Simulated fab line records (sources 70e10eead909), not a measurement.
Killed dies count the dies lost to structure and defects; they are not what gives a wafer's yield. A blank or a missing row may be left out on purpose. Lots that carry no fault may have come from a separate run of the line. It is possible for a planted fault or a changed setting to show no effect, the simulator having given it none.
fab line records	flow nand_harc
record: lots: 15	wafers: 45	last_day: 35
route steps=1302 shown A_CONTACT@995
lots that met no fault: from a run of the same line without faults
start_h: start of the lot's first displayed wafer, in hours after the record's first day	wait_h: hours since the lot's step before	" the same as in the row above	L1.1+2: several wafers, shown together as one row	- no value, or no start was given	* or withheld: withheld	< > ~ a bound
route shown NAME@n: a module of which the file shows steps, and the number in the route of the first	usual: average and standard deviation across the fault-free wafers	same: alike in all rows	chamber/n: place in a boat	sites: each site's reading	_std_site: the values' standard deviation	_edge_site: mean of outer sites minus mean of inner sites	radius_mm: for every site, how far away it sits from the centre of the wafer	mask NAME#n: copy n	behind: the last tool/chamber to shape the wafer	hold: why the lot was held/for how many hours/how that ended	device: the transistor (n, p or np) that didn't switch	end of line: tests run on the same wafers once the route is complete	a step without rows: its recipe alone	killed: dies that structure and defects cost at the first sort, which is not the same as the wafer's yield	map: the dies of a wafer, with x for killed, . for not killed, _ for no die there
set.NAME: setting as actually run; set.NAME@STEP: the setting as run at that earlier step	model.NAME: the simulator's own value behind a step, which no gauge read
steps of the route over a sample of lots; a table a step, a row a wafer
services: when a tool's chamber went out of use (start_h, in hours from the record's first day, below 0 if earlier), for how many hours, and the reason
== steps ==
step: NHARC_A_CONTACT_PEB_40
recipe: peb_temp_c: 100	peb_time_s: 65
usual: chill_plate_temp_C: 22.97/0.11	exhaust_pa: 45.0/0.85
lot.wafer	tool	chamber	start_h	wait_h	chill_plate_temp_C	exhaust_pa
L505.2	litho_track-04	0	496.39	0.1	22.87	44.8
L505.3	"	0	"	"	22.95	45.2
L505.6	"	0	"	"	23.05	45.1
L508.3	litho_track-06	0	513.69	0.0	22.91	44.8
L508.4	"	0	"	"	23.11	44.9
L508.6	"	0	"	"	23.09	45.2
L510.1	litho_track-01	0	513.89	0.1	22.92	45.5
L510.2	"	0	"	"	22.74	45.4
L510.4	"	0	"	"	22.86	45.5
L509.1	litho_track-06	0	521.12	0.1	22.91	44.5
L509.4	"	0	"	"	23.02	43.7
L509.6	"	0	"	"	22.91	42.6
L507.1	litho_track-04	0	521.86	0.1	22.88	43.9
L507.3	"	0	"	"	22.87	44.5
L507.4	"	0	"	"	22.96	45.3
L511.4	litho_track-01	0	538.06	0.0	22.96	43.1
L511.5	"	0	"	"	22.94	44.1
L511.6	"	0	"	"	22.98	45.2
L516.2	litho_track-04	-	594.68	0.1	-	-
L516.3	"	-	"	"	-	-
L516.6	"	-	"	"	-	-
L518.2	litho_track-01	-	613.22	0.1	-	-
L518.4	"	-	"	"	-	-
L518.5	"	-	"	"	-	-
L519.1	litho_track-04	-	634.44	0.1	-	-
L519.4	"	-	"	"	-	-
L519.5	"	-	"	"	-	-
L520.1	litho_track-01	0	634.85	0.1	22.93	45.1
L520.2	"	0	"	"	23.00	45.6
L520.3	"	0	"	"	23.15	44.8
L525.4	litho_track-01	0	676.79	0.0	22.84	45.7
L525.5	"	0	"	"	23.07	45.5
L525.6	"	0	"	"	22.83	44.5
L524.3	litho_track-01	0	678.35	0.0	23.15	44.1
L524.5	"	0	"	"	23.04	44.2
L524.6	"	0	"	"	23.12	44.8
L527.1	litho_track-04	0	706.66	0.1	22.88	46.0
L527.2	"	0	"	"	22.90	45.5
L527.3	"	0	"	"	22.89	45.9
L526.1	litho_track-06	0	726.46	0.1	23.19	44.3
L526.2	"	0	"	"	22.91	44.8
L526.5	"	0	"	"	23.09	46.3
L528.2	litho_track-06	0	734.90	0.1	22.95	44.6
L528.3	"	0	"	"	23.03	44.0
L528.5	"	0	"	"	22.84	44.9
step: NHARC_A_CONTACT_OVL_MEAS_43
usual: overlay_x_nm: -0.1/0.83	overlay_y_nm: 0.1/0.74
lot.wafer	tool	chamber	start_h	wait_h	overlay_x_nm	overlay_y_nm
L505.2	overlay-01	-	496.55	-	0.2	0.2
L505.3	"	-	"	"	-0.3	0.2
L505.6	"	-	"	"	0.3	0.3
L508.3	overlay-01	-	513.87	-	-0.6	0.6
L508.4	"	-	"	"	-0.5	1.1
L508.6	"	-	"	"	0.0	1.0
L510.1	overlay-02	-	514.06	-	-0.7	0.6
L510.2	"	-	"	"	-0.8	0.9
L510.4	"	-	"	"	-0.2	0.4
L509.1	overlay-01	-	521.29	-	-2.1	-1.4
L509.4	"	-	"	"	-2.2	-0.8
L509.6	"	-	"	"	-2.0	-1.1
L507.1	overlay-01	-	522.03	-	-0.7	-0.8
L507.3	"	-	"	"	-1.6	-0.9
L507.4	"	-	"	"	-1.3	-0.6
L511.4	overlay-02	-	538.23	-	-1.6	0.2
L511.5	"	-	"	"	-1.5	0.5
L511.6	"	-	"	"	-0.7	0.2
L516.2	overlay-01	-	594.84	-	-	-
L516.3	"	-	"	"	-	-
L516.6	"	-	"	"	-	-
L518.2	overlay-01	-	613.39	-	-	-
L518.4	"	-	"	"	-	-
L518.5	"	-	"	"	-	-
L519.1	overlay-02	-	634.60	-	-	-
L519.4	"	-	"	"	-	-
L519.5	"	-	"	"	-	-
L520.1	overlay-02	-	635.02	-	0.7	1.0
L520.2	"	-	"	"	0.8	0.7
L520.3	"	-	"	"	0.9	0.3
L525.4	overlay-01	-	676.96	-	0.0	0.7
L525.5	"	-	"	"	-0.4	0.6
L525.6	"	-	"	"	-0.2	0.3
L524.3	overlay-02	-	678.51	-	0.1	0.1
L524.5	"	-	"	"	0.2	-0.1
L524.6	"	-	"	"	0.3	-0.1
L527.1	overlay-02	-	706.82	-	0.3	0.8
L527.2	"	-	"	"	0.1	1.0
L527.3	"	-	"	"	0.1	0.9
L526.1	overlay-02	-	726.63	-	-0.6	0.1
L526.2	"	-	"	"	0.1	-0.9
L526.5	"	-	"	"	0.2	-0.6
L528.2	overlay-02	-	735.06	-	0.2	0.4
L528.3	"	-	"	"	0.4	0.6
L528.5	"	-	"	"	0.8	0.4
step: NHARC_A_CONTACT_ETCH_49
recipe: target_depth_a: 2600	over_etch_frac: 0.3	time_s: 475.3	ion_energy_ev: 200	n2_flow_sccm: 150	h2_flow_sccm: 150	ar_flow_sccm: 0	rf_w: 400	bias_w: 150	chemistry: N2/H2
usual: drypump_motor_current_A: 5.8/0.48	oes_product_au: 1.003/0.008	rf_vpp_V: 429.9/2.5	showerhead_plenum_p_Torr: 2.02/0.079	throttle_valve_pct: 14.173/0.01
same: over_etch_frac: 0.3	time_s: 475.3
lot.wafer	tool	chamber	start_h	wait_h	drypump_motor_current_A	oes_product_au	rf_hours_counter_h	rf_vpp_V	showerhead_plenum_p_Torr	throttle_valve_pct
L505.3	rie_diel-01	3	-	-	5.5	0.994	19	425.8	1.93	14.170
L505.2	"	0	"	"	6.5	0.998	23	431.2	2.03	14.167
L505.6	"	3	"	"	5.5	1.004	-	428.3	1.93	14.177
L508.4	rie_diel-07	1	-	-	5.7	1.001	7	428.9	1.98	14.187
L508.3	"	2	"	"	5.9	0.999	8	429.3	2.00	14.183
L508.6	"	2	"	"	5.9	1.006	-	429.6	2.00	14.185
L510.4	rie_diel-01	0	-	-	6.5	0.988	24	429.6	2.03	14.164
L510.2	"	1	"	"	5.3	1.003	24	430.1	2.07	14.198
L510.1	"	2	"	"	5.9	1.005	22	433.8	2.12	14.168
L509.4	rie_diel-07	1	-	-	5.7	0.990	9	429.4	1.98	14.160
L509.1	"	3	"	"	6.1	0.998	10	428.0	1.95	14.198
L509.6	"	1	"	"	5.7	1.001	-	430.8	1.98	14.159
L507.3	rie_diel-01	3	-	-	5.5	1.006	23	428.0	1.93	14.181
L507.1	"	0	"	"	6.5	1.009	26	431.0	2.03	14.174
L507.4	"	2	"	"	5.8	1.018	24	432.6	2.12	14.187
L511.5	rie_diel-01	3	-	-	5.5	1.010	-	427.1	1.93	14.172
L511.4	"	0	"	"	6.5	0.990	-	429.9	2.03	14.158
L511.6	"	1	"	"	5.3	1.007	-	431.8	2.07	14.168
L516.3	rie_diel-07	0	-	-	6.4	1.010	27	435.3	2.14	14.171
L516.2	"	2	"	"	5.9	0.998	34	429.5	2.00	14.166
L516.6	"	0	"	"	6.5	1.014	-	434.3	2.14	14.167
L518.2	rie_diel-01	2	-	-	5.8	1.012	7	431.6	2.12	14.178
L518.4	"	3	"	"	5.5	1.009	-	426.9	1.93	14.165
L518.5	"	2	"	"	5.8	1.023	-	432.5	2.12	14.178
L520.3	rie_diel-04	3	-	-	6.2	0.994	33	430.6	2.06	14.173
L520.1	"	0	"	"	4.6	1.014	32	434.7	2.16	14.167
L520.2	"	1	"	"	4.9	1.005	33	425.2	1.88	14.178
L519.1	rie_diel-01	3	-	-	5.5	1.003	10	426.9	1.93	14.192
L519.4	"	0	"	"	6.5	1.006	11	429.9	2.02	14.172
L519.5	"	3	"	"	5.5	1.009	-	426.3	1.93	14.168
L525.4	rie_diel-07	2	-	-	5.9	0.990	7	427.4	1.99	14.172
L525.6	"	0	"	"	6.5	0.999	-	432.2	2.13	14.163
L525.5	"	1	"	"	5.7	0.997	-	428.0	1.97	14.169
L524.3	rie_diel-01	2	-	-	5.9	1.009	16	431.9	2.11	14.163
L524.6	"	3	"	"	5.5	1.002	-	428.6	1.92	14.167
L524.5	"	0	"	"	6.5	1.002	-	430.8	2.02	14.166
L527.2	rie_diel-07	1	-	-	5.7	0.991	17	428.3	1.96	14.187
L527.1	"	2	"	"	5.9	0.988	18	429.2	1.98	14.156
L527.3	"	3	"	"	6.1	1.005	17	426.1	1.93	14.169
L526.1	rie_diel-01	2	-	-	5.8	1.013	23	431.9	2.11	14.146
L526.2	"	3	"	"	5.5	1.013	25	427.3	1.92	14.176
L526.5	"	2	"	"	5.8	0.995	-	433.2	2.11	14.170
L528.2	rie_diel-07	3	-	-	6.1	0.987	26	425.3	1.92	14.174
L528.3	"	2	"	"	5.9	0.985	26	429.2	1.98	14.162
L528.5	"	0	"	"	6.4	1.000	-	433.4	2.13	14.166
step: NHARC_A_CONTACT_ETCH_114
recipe: source_w: withheld	pressure_mtorr: 20	bias_v: 3000	time_s: 190	target_depth_a: 18500	ar_flow_sccm: withheld	c4f8_flow_sccm: withheld	o2_flow_sccm: withheld	chemistry: C4F8/O2/Ar
same: time_s: 190
lot.wafer	tool	chamber	start_h	wait_h	rf_hours_counter_h
L505.2	har_cap_etch-03	1	499.03	0.1	44
L505.3	"	1	"	"	-
L505.6	"	0	"	"	-
L508.3	har_cap_etch-01	0	516.38	0.1	-
L508.4	"	1	"	"	-
L508.6	"	1	"	"	-
L510.2	har_cap_etch-02	0	516.64	0.1	83
L510.1	"	1	"	"	83
L510.4	"	0	"	"	-
L509.1	har_cap_etch-01	0	523.78	0.1	3
L509.4	"	1	"	"	-
L509.6	"	1	"	"	-
L507.1	har_cap_etch-03	0	524.48	0.1	49
L507.3	"	0	"	"	-
L507.4	"	1	"	"	-
L511.4	har_cap_etch-01	1	541.25	0.1	-
L511.6	"	1	"	"	-
L511.5	"	0	"	"	-
L516.2	har_cap_etch-03	1	599.90	0.1	61
L516.3	"	0	"	"	-
L516.6	"	1	"	"	-
L518.2	har_cap_etch-03	1	620.27	0.1	65
L518.4	"	1	"	"	-
L518.5	"	0	"	"	-
L520.1	har_cap_etch-01	1	637.51	0.1	24
L520.2	"	0	"	"	24
L520.3	"	1	"	"	-
L519.1	har_cap_etch-03	1	640.84	0.1	67
L519.4	"	1	"	"	-
L519.5	"	1	"	"	-
L525.4	har_cap_etch-01	0	679.52	0.1	-
L525.5	"	1	"	"	-
L525.6	"	0	"	"	-
L524.3	har_cap_etch-03	0	681.07	0.1	-
L524.6	"	1	"	"	-
L524.5	"	0	"	"	-
L527.1	har_cap_etch-01	1	709.38	0.1	37
L527.2	"	0	"	"	37
L527.3	"	1	"	"	-
L526.2	har_cap_etch-01	1	729.14	0.1	40
L526.1	"	0	"	"	40
L526.5	"	1	"	"	-
L528.2	har_cap_etch-03	1	737.85	0.2	83
L528.3	"	0	"	"	-
L528.5	"	0	"	"	-
== services ==
tool	chamber	start_h	hours	kind
rie_diel-04	0	488.14	4.4	repair
rie_diel-01	0	488.26	-	clean
rie_diel-01	1	488.26	-	clean
rie_diel-01	2	488.26	-	clean
rie_diel-01	3	488.26	-	clean
rie_diel-04	1	492.65	4.0	repair
har_cap_etch-01	-	497.00	17.0	pm
litho_track-01	-	505.00	7.0	pm
litho_track-06	-	529.00	7.0	pm
rie_diel-04	-	532.41	9.0	pm
rie_diel-07	-	550.42	0.9	repair
litho_track-04	-	553.00	7.0	pm
rie_diel-01	-	558.11	9.0	pm
rie_diel-07	0	562.55	12.0	repair
rie_diel-01	1	604.61	18.3	repair
rie_diel-07	-	648.23	9.0	pm
rie_diel-04	1	655.38	4.3	repair
rie_diel-04	2	669.20	17.9	repair
litho_track-01	-	680.00	7.0	pm
rie_diel-04	0	703.71	5.1	repair
litho_track-06	-	704.00	7.0	pm
rie_diel-04	-	709.41	9.0	pm
litho_track-04	-	728.00	7.0	pm
rie_diel-01	-	735.11	9.0	pm
== key ==
first_sign: step: NHARC_A_CONTACT_PEB_40	reading: tool_record	direction: missing
effect none on later readings
met_at NHARC_A_CONTACT_PEB_40
struck_lots L516,L518,L519
later_rows_left_out L516.2,L516.3,L516.6,L518.2,L518.4,L518.5,L519.1,L519.4,L519.5
sort_left_out L516.2,L516.3,L516.6,L518.2,L518.4,L518.5,L519.1,L519.4,L519.5
tester_left_out L516,L518,L519
not_acting_at NHARC_A_CONTACT_OVL_MEAS_43,NHARC_A_CONTACT_ETCH_49,NHARC_A_CONTACT_ETCH_114
onset_between 538.06 594.68
fault: kind: skipped_step_whole	tool: litho_track-01,litho_track-04	chamber: -	onset_h: 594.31	steps: NHARC_A_CONTACT_PEB_40	scope: struck_lots_only
tester_left_out: of these lots the tester's yield and bins aren't shown, on N5 and GAA mostly nor the transistor test; their killed dies are dies lost to structure and defects alone, not to doping, threshold or leakage, so they don't give the yield
sort_left_out: the simulated sort isn't trusted on such a fault, so these wafers' sort isn't shown, and their yield isn't known
later_rows_left_out: the simulator's readings of these wafers behind a module that went badly wrong aren't trusted and aren't shown, but for the sort
